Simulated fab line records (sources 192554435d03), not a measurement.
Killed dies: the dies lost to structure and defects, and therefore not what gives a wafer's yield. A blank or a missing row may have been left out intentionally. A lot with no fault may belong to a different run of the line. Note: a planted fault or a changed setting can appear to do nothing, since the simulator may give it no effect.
Chamber matching | flow n5 finfet | rie diel-06 running N5_MOL_CONTACT_COAG_ETCHBACK_136: 4 sister chambers
The step etches SiO2 in CHF3, target depth 25 nm, time 16.7 s. 16 wafers are shown with their chamber, then 8 later ones without.

## WAFERS PAIRED WITH THEIR CHAMBERS
wafer  | chamber | rf vpp V (V) | throttle valve pct (%) | drypump motor current A (A)
L078.1 | 3       | 503          | 18.54                  | 6.07
L078.5 | 1       | 517          | 19.01                  | 5.92
L078.6 | 2       | 528          | 18.91                  | 5.67
L079.2 | 2       | 530          | 18.92                  | 5.65
L079.4 | 1       | 517          | 18.99                  | 5.93
L079.6 | 3       | 502          | 18.56                  | 6.05
L084.3 | 3       | 500          | 18.58                  | 6.04
L084.4 | 3       | 504          | 18.58                  | 6.02
L084.5 | 1       | 516          | 19.01                  | 5.92
L086.2 | 0       | 559          | 18.23                  | 5.57
L086.5 | 3       | 502          | 18.59                  | 6.05
L086.6 | 0       | 558          | 18.24                  | 5.57
L091.1 | 3       | 503          | 18.61                  | 6.05
L091.2 | 0       | 558          | 18.26                  | 5.52
L091.6 | 0       | 558          | 18.25                  | 5.51
L092.3 | 0       | 557          | 18.27                  | 5.60

SIGNATURES (means of the wafers above)
reading                 | chamber 0 | chamber 1 | chamber 2 | chamber 3 | scatter within a chamber
rf vpp V                | 558.00    | 516.67    | 529.00    | 502.33    | 1.08
throttle valve pct      | 18.2500   | 19.0033   | 18.9150   | 18.5767   | 0.0188
drypump motor current A | 5.5540    | 5.9233    | 5.6600    | 6.0467    | 0.0247
Rule: a wafer's distance from a chamber is the root of the sum, over the readings, of the square of ((its reading less the chamber's mean) divided by the reading's scatter). The wafer belongs to the nearest chamber; if the next one is less than 2 further off, it can't be placed. The scatter: take each reading less its chamber's mean, square it, sum over the shown wafers, divide by the number of wafers less the number of chambers, and take the root.

## WAFERS WITHOUT THEIR CHAMBER
wafer  | rf vpp V (V) | throttle valve pct (%) | drypump motor current A (A)
L092.4 | 502          | 18.62                  | 6.05
L092.5 | 558          | 18.26                  | 5.57
L093.2 | 527          | 18.96                  | 5.65
L093.4 | 556          | 18.26                  | 5.59
L093.5 | 527          | 18.96                  | 5.65
L096.1 | 527          | 18.98                  | 5.66
L096.2 | 557          | 18.29                  | 5.57
L096.3 | 504          | 18.62                  | 6.04

## WHICH CHAMBER EACH ONE RAN IN
wafer  | from the rows above | in truth
L092.4 | 3                   | 3
L092.5 | 0                   | 0
L093.2 | 2                   | 2
L093.4 | 0                   | 0
L093.5 | 2                   | 2
L096.1 | 2                   | 2
L096.2 | 0                   | 0
L096.3 | 3                   | 3
Correctly placed: 8 of 8. From these rows, 0 cannot be placed. Placed wrongly: 0.
